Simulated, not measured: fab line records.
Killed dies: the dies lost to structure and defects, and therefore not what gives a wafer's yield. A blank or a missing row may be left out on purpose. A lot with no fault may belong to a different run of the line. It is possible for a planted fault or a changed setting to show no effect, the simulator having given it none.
One fault through the eyes of 3 desks + flow n5Finfet + only its own numbers are on each desk; what lay behind them is given at the end

## FROM THE METROLOGY DESK
Means of the sampled wafers that have a number, per lot and without regard to the tool the lot ran on: this is what the gauges read. Marked OUT: a lot whose mean sits more than 4 standard deviations from the usual mean, which makes it out of limits; the brackets give that distance. It has 10 readings; the 7 that lie furthest out on some lot are the ones shown.
Columns: A = DIBL_N at N5_BEOL_M4_RC_MEAS_101, usual 37.1 mV/V; B = IOFF_P at N5_BEOL_M4_RC_MEAS_101, usual 0.22 nA/um; C = ION_N at N5_BEOL_M4_RC_MEAS_101, usual 680 uA/um; D = ION_P at N5_BEOL_M4_RC_MEAS_101, usual 464 uA/um; E = SS_P at N5_BEOL_M4_RC_MEAS_101, usual 73.6 mV/dec; F = VT_N at N5_BEOL_M4_RC_MEAS_101, usual 248.9 mV; G = VT_P at N5_BEOL_M4_RC_MEAS_101, usual -251 mV
| lot  | first seen here | A    | B    | C   | D   | E    | F     | G    |
|------|-----------------|------|------|-----|-----|------|-------|------|
| L604 | day 10 03:49    | 36.6 | 0.17 | 664 | 455 | 73.3 | 253.4 | -257 |
| L605 | day 10 19:17    | 36.2 | 0.21 | 681 | 467 | 73.3 | 249.9 | -251 |
| L607 | day 11 00:59    | 37.0 | 0.21 | 678 | 463 | 73.8 | 250.0 | -250 |
| L608 | day 11 19:04    | 38.1 | 0.22 | 679 | 458 | 74.4 | 248.9 | -252 |
| L610 | day 12 10:49    | 37.5 | 0.17 | 674 | 456 | 73.0 | 250.0 | -256 |
| L612 | day 12 17:26    | 39.0 | 0.22 | 688 | 463 | 73.8 | 245.9 | -253 |
| L617 | day 14 06:01    | 37.7 | 0.22 | 680 | 464 | 73.6 | 246.8 | -251 |
| L618 | day 14 10:52    | 39.2 | 0.23 | 674 | 462 | 74.1 | 249.3 | -248 |
| L619 | day 14 13:47    | 37.7 | 0.26 | 686 | 469 | 73.2 | 247.1 | -244 |
This desk's finding: nothing out of limits on any of the 9 lots.

## THE DEFECT DESK
For each lot, the counts of the inspections along the route, averaged over the sampled wafers that have a number. Marked OUT: a lot whose mean sits more than 4 standard deviations from the usual mean, which makes it out of limits; the brackets give that distance.
Columns: A = rawDefectCount at N5_SPACER0_INSPECT_04, usual 141
| lot  | first seen here | A   |
|------|-----------------|-----|
| L604 | day 5 00:40     | 170 |
| L605 | day 5 06:21     | 145 |
| L607 | day 5 21:47     | 145 |
| L608 | day 6 09:40     | 137 |
| L610 | day 6 13:56     | 141 |
| L612 | day 6 23:27     | 110 |
| L617 | day 8 07:04     | 132 |
| L618 | day 8 12:13     | 136 |
| L619 | day 8 20:22     | 126 |
This desk's finding: nothing out of limits on any of the 9 lots.

## DESK OF THE TOOL OWNER: rieDiel-02
The tool's own readings at N5_SD_EPI_P_ETCHBACK_46 (etches SiNx in CH3F/O2, stops on SiO2, target depth 17.5 nm): means of the sampled wafers that have a number, for each lot that ran on this tool. Marked OUT: a lot whose mean sits more than 4 standard deviations from the usual mean, which makes it out of limits; the brackets give that distance.
Columns: A = chamberPressureMTorr at N5_SD_EPI_P_ETCHBACK_46, usual 30.000 mTorr; B = drypumpMotorCurrentA at N5_SD_EPI_P_ETCHBACK_46, usual 5.9 A; C = oesProductAu at N5_SD_EPI_P_ETCHBACK_46, usual 0.68 a.u.; D = rfVppV at N5_SD_EPI_P_ETCHBACK_46, usual 298 V; E = showerheadPlenumPTorr at N5_SD_EPI_P_ETCHBACK_46, usual 2.00 Torr; F = throttleValvePct at N5_SD_EPI_P_ETCHBACK_46, usual 16.37 %
| lot  | first seen here | A      | B   | C    | D   | E    | F     |
|------|-----------------|--------|-----|------|-----|------|-------|
| L604 | day 5 08:15     | 29.988 | 5.7 | 0.77 | 296 | 2.04 | 16.32 |
| L608 | day 6 14:56     | 29.990 | 6.1 | 0.69 | 298 | 1.99 | 16.41 |
| L610 | day 6 19:32     | 29.987 | 5.7 | 0.80 | 293 | 2.06 | 16.26 |
This desk's finding: nothing out of limits on any of the 3 lots.

## TAKEN TOGETHER
Nothing out of limits was seen by the metrology desk.
Nothing out of limits was seen by the defect desk.
The desk of the tool owner found nothing out of limits.

## WHAT HAD BEEN PUT IN BY THE SIMULATOR
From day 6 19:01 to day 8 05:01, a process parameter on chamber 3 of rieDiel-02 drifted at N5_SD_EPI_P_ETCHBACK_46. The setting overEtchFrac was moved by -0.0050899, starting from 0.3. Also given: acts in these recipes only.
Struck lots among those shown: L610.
